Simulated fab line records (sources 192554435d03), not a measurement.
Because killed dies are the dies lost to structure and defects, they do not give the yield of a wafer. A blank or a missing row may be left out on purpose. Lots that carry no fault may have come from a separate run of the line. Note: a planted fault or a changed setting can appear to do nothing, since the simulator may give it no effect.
Chamber matching :: flow n5 finfet :: N5_MOL_CONTACT_COAG_ETCH_106 on rie diel-02 has 4 sister chambers
The step etches SOC in N2/H2, target depth 80 nm, overetch 16 nm, time 120 s. 8 wafers are shown with their chamber, then 7 later ones without.

WAFERS, EACH WITH ITS CHAMBER
wafer: L081.2
chamber: 2
showerhead plenum p Torr (Torr): 2.59
drypump motor current A (A): 5.7

wafer: L081.5
chamber: 3
showerhead plenum p Torr (Torr): 2.70
drypump motor current A (A): 6.0

wafer: L081.6
chamber: 2
showerhead plenum p Torr (Torr): 2.59
drypump motor current A (A): 5.6

wafer: L088.1
chamber: 0
showerhead plenum p Torr (Torr): 2.62
drypump motor current A (A): 6.2

wafer: L088.3
chamber: 3
showerhead plenum p Torr (Torr): 2.69
drypump motor current A (A): 6.0

wafer: L088.6
chamber: 1
showerhead plenum p Torr (Torr): 2.71
drypump motor current A (A): 6.5

wafer: L089.1
chamber: 0
showerhead plenum p Torr (Torr): 2.62
drypump motor current A (A): 6.3

wafer: L089.3
chamber: 1
showerhead plenum p Torr (Torr): 2.71
drypump motor current A (A): 6.5

WAFERS WITHOUT THEIR CHAMBER
wafer: L089.5
showerhead plenum p Torr (Torr): 2.71
drypump motor current A (A): 6.5

wafer: L093.2
showerhead plenum p Torr (Torr): 2.69
drypump motor current A (A): 6.0

wafer: L093.4
showerhead plenum p Torr (Torr): 2.58
drypump motor current A (A): 5.7

wafer: L093.5
showerhead plenum p Torr (Torr): 2.70
drypump motor current A (A): 6.5

wafer: L094.2
showerhead plenum p Torr (Torr): 2.69
drypump motor current A (A): 6.0

wafer: L094.4
showerhead plenum p Torr (Torr): 2.58
drypump motor current A (A): 5.7

wafer: L094.6
showerhead plenum p Torr (Torr): 2.58
drypump motor current A (A): 5.7

THE CHAMBER EACH PASSED THROUGH
wafer: L089.5
from the rows above: 1
in truth: 1

wafer: L093.2
from the rows above: 3
in truth: 3

wafer: L093.4
from the rows above: 2
in truth: 2

wafer: L093.5
from the rows above: 1
in truth: 1

wafer: L094.2
from the rows above: 3
in truth: 3

wafer: L094.4
from the rows above: 2
in truth: 2

wafer: L094.6
from the rows above: 2
in truth: 2
7 of 7 placed correctly. Can't be placed from these rows: 0. Number placed wrongly: 0.
How it was worked out, from the rows above alone: a wafer's distance from a chamber is the root of the sum, over the readings, of the square of ((its reading less the chamber's mean) divided by the reading's scatter). The wafer belongs to the nearest chamber; if the next one is less than 2 further off, it can't be placed. Each chamber's mean is taken over the wafers shown for it. The scatter is the square root of a quotient: the sum, over the shown wafers, of each reading's squared deviation from its chamber's mean, divided by wafers minus chambers.
